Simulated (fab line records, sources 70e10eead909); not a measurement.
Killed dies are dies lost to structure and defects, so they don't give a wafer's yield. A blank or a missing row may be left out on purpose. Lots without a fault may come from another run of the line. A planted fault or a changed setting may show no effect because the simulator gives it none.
Chamber matching | flow nand_harc | NHARC_A_STAIRCASE_DESCUM_252 on rie_diel-05: 4 sister chambers
The step chemistry O2, time 3 s. 24 wafers are shown with their chamber, then 12 later ones without.

WAFERS WITH THEIR CHAMBER
wafer  | chamber | showerhead_plenum_p_Torr (Torr) | drypump_motor_current_A (A) | oes_product_au (a.u.)
L077.1 | 3       | 1.85                            | 5.3                         | 1.010
L077.5 | 1       | 1.80                            | 6.1                         | 1.007
L077.6 | 3       | 1.85                            | 5.3                         | 0.999
L080.1 | 0       | 1.95                            | 5.2                         | 1.012
L080.4 | 1       | 1.80                            | 6.1                         | 1.008
L080.6 | 2       | 2.02                            | 4.9                         | 0.996
L081.1 | 1       | 1.80                            | 6.1                         | 0.999
L081.3 | 2       | 2.02                            | 4.8                         | 1.009
L081.6 | 2       | 2.02                            | 4.8                         | 1.009
L084.2 | 1       | 1.80                            | 6.1                         | 1.012
L084.3 | 0       | 1.95                            | 5.3                         | 1.000
L084.5 | 3       | 1.84                            | 5.3                         | 1.002
L087.1 | 3       | 1.84                            | 5.3                         | 1.013
L087.2 | 1       | 1.79                            | 6.0                         | 0.990
L087.3 | 2       | 2.01                            | 4.9                         | 0.998
L087.4 | 0       | 1.94                            | 5.2                         | 1.003
L087.5 | 3       | 1.84                            | 5.3                         | 1.006
L087.6 | 0       | 1.94                            | 5.3                         | 1.006
L088.2 | 1       | 1.79                            | 6.1                         | 1.000
L088.5 | 2       | 2.01                            | 4.8                         | 0.991
L088.6 | 1       | 1.79                            | 6.1                         | 0.999
L088.1 | 3       | 1.84                            | 5.3                         | 1.008
L088.3 | 2       | 2.01                            | 4.9                         | 0.993
L088.4 | 0       | 1.94                            | 5.3                         | 1.003

SIGNATURES (means of the wafers above)
reading                  | chamber 0 | chamber 1 | chamber 2 | chamber 3 | scatter within a chamber
showerhead_plenum_p_Torr | 1.9440    | 1.7957    | 2.0150    | 1.8433    | 0.00536
drypump_motor_current_A  | 5.260     | 6.086     | 4.850     | 5.300     | 0.0422
oes_product_au           | 1.00480   | 1.00214   | 0.99933   | 1.00633   | 0.00653
Rule: a wafer's distance from a chamber is the root of the sum, over the readings, of the square of ((its reading less the chamber's mean) divided by the reading's scatter). The wafer belongs to the nearest chamber; if the next one is less than 2 further off, it can't be placed. The scatter: the root of (the sum of the squares of (reading less its chamber's mean) over the shown wafers, divided by (wafers less chambers)).

WAFERS WITHOUT THEIR CHAMBER
wafer  | showerhead_plenum_p_Torr (Torr) | drypump_motor_current_A (A) | oes_product_au (a.u.)
L092.1 | 1.94                            | 5.3                         | 1.011
L092.2 | 1.79                            | 6.1                         | 1.010
L092.4 | 1.83                            | 5.3                         | 0.998
L095.1 | 1.79                            | 6.0                         | 0.996
L095.2 | 1.94                            | 5.3                         | 1.004
L095.5 | 2.01                            | 4.8                         | 0.984
L096.1 | 1.83                            | 5.3                         | 1.003
L096.3 | 1.94                            | 5.3                         | 1.001
L096.6 | 1.83                            | 5.4                         | 1.009
L097.1 | 2.00                            | 4.8                         | 1.001
L097.2 | 1.94                            | 5.2                         | 1.010
L097.4 | 1.83                            | 5.3                         | 1.013

WHICH CHAMBER EACH WENT THROUGH
wafer  | from the rows above | in truth
L092.1 | 0                   | 0
L092.2 | 1                   | 1
L092.4 | 3                   | 3
L095.1 | 1                   | 1
L095.2 | 0                   | 0
L095.5 | 2                   | 2
L096.1 | 3                   | 3
L096.3 | 0                   | 0
L096.6 | 3                   | 3
L097.1 | 2                   | 2
L097.2 | 0                   | 0
L097.4 | 3                   | 3
Placed correctly: 12 of 12. Can't be placed from these rows: 0. Placed wrongly: 0.
